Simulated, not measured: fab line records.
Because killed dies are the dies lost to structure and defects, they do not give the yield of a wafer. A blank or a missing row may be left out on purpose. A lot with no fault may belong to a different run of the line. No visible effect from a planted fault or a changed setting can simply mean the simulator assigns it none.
One fault seen from 2 desks | flow n5Finfet | only its own numbers are on each desk; what lay behind them is given at the end

THE METROLOGY DESK
What the gauges read for every lot (on any tool): the sampled wafers with a number, averaged. If a lot's mean is further than 4 standard deviations from the usual mean, the lot is out of limits and carries the mark OUT (the distance appears in the brackets). Shown are 7 of the 13 readings it has, namely the first that went out of limits plus those furthest out on some lot.
Columns: A = CJ_P at N5_BEOL_M4_RC_MEAS_101, usual 5.83; B = DIBL_P at N5_BEOL_M4_RC_MEAS_101, usual 36.7 mV/V; C = IOFF_P at N5_BEOL_M4_RC_MEAS_101, usual 0.214 nA/um; D = IOFF_P_85C at N5_BEOL_M4_RC_MEAS_101, usual 3.7 nA/um; E = IOFF_P_LIN at N5_BEOL_M4_RC_MEAS_101, usual 0.101 nA/um; F = SS_P at N5_BEOL_M4_RC_MEAS_101, usual 73.3 mV/dec; G = VT_P at N5_BEOL_M4_RC_MEAS_101, usual -250.0 mV
lot  | first seen here | A              | B               | C               | D              | E                | F              | G
L927 | day 9 11:40     | 5.86           | 35.1            | 0.201           | 3.5            | 0.098            | 72.6           | -249.3
L930 | day 10 16:14    | 5.90           | 37.9            | 0.235           | 4.0            | 0.109            | 73.4           | -249.2
L933 | day 11 07:54    | 5.74           | 35.7            | 0.195           | 3.5            | 0.095            | 73.3           | -251.0
L937 | day 12 05:11    | 1.81 (-43) OUT | 45.6 (+5.9) OUT | 0.724 (+21) OUT | 10.5 (+20) OUT | 0.162 (+6.8) OUT | 80.9 (+14) OUT | -244.5
L939 | day 12 16:58    | 1.92 (-42) OUT | 49.7 (+8.6) OUT | 0.976 (+32) OUT | 13.2 (+28) OUT | 0.161 (+6.6) OUT | 84.8 (+21) OUT | -246.7
L941 | day 12 22:19    | 5.77           | 37.0            | 0.227           | 3.9            | 0.107            | 73.4           | -247.9
L942 | day 13 12:11    | 5.88           | 37.8            | 0.240           | 4.0            | 0.110            | 73.6           | -248.6
L944 | day 13 19:11    | 5.87           | 38.8            | 0.229           | 3.9            | 0.107            | 73.9           | -250.6
This desk's result: L937, L939 out of limits, first on L937 (CJ_P at N5_BEOL_M4_RC_MEAS_101), day 12 05:11. In limits: L927, L930, L933, L941, L942, L944.

DESK OF THE TOOL OWNER: implanter-02
N5_WELL_APT_IMPLANT_15, tool's own readings: per-lot mean of the sampled wafers with a number, covering each lot this tool ran. If a lot's mean is further than 4 standard deviations from the usual mean, the lot is out of limits and carries the mark OUT (the distance appears in the brackets).
Columns: A = doseIonsCm2 at N5_WELL_APT_IMPLANT_15, usual 1.5e+13; B = faradayCurrentUA at N5_WELL_APT_IMPLANT_15, usual 190
lot  | first seen here | A                         | B
L930 | day 3 20:41     | 1.5e+13                   | 192
L933 | day 4 14:34     | 1.5e+13                   | 192
L935 | day 5 02:01     | 1.5e+12 (-99 or more) OUT | 19 (-44) OUT
L936 | day 5 08:05     | 1.5e+12 (-99 or more) OUT | 19 (-44) OUT
L937 | day 5 14:17     | 1.5e+12 (-99 or more) OUT | 19 (-44) OUT
L939 | day 6 02:15     | 1.5e+12 (-99 or more) OUT | 20 (-44) OUT
This desk's verdict: out of limits on L935, L936, L937, L939, starting with L935 at day 5 02:01 (doseIonsCm2 at N5_WELL_APT_IMPLANT_15). In limits: L930, L933.

TAKEN TOGETHER
At day 5 02:01, on L935, L936, L937, L939, the tool owner's desk was in a position to raise an alarm.
The metrology desk could have raised an alarm at day 12 05:11, on L937, L939.
The metrology desk has no number on record for L935, L936.
Of the lots named, all ran N5_WELL_APT_IMPLANT_15 on implanter-02.

WHAT THE SIMULATOR PUT IN
Drift in process parameters on implanter-02 at N5_WELL_APT_IMPLANT_15, starting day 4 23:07. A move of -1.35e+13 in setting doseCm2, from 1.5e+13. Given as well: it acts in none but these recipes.
Shown lots that were struck: L935, L936, L937, L939.
Time in hours from fault onset to the first out-of-limits reading at each desk: tool owner's desk 3, metrology desk 174.
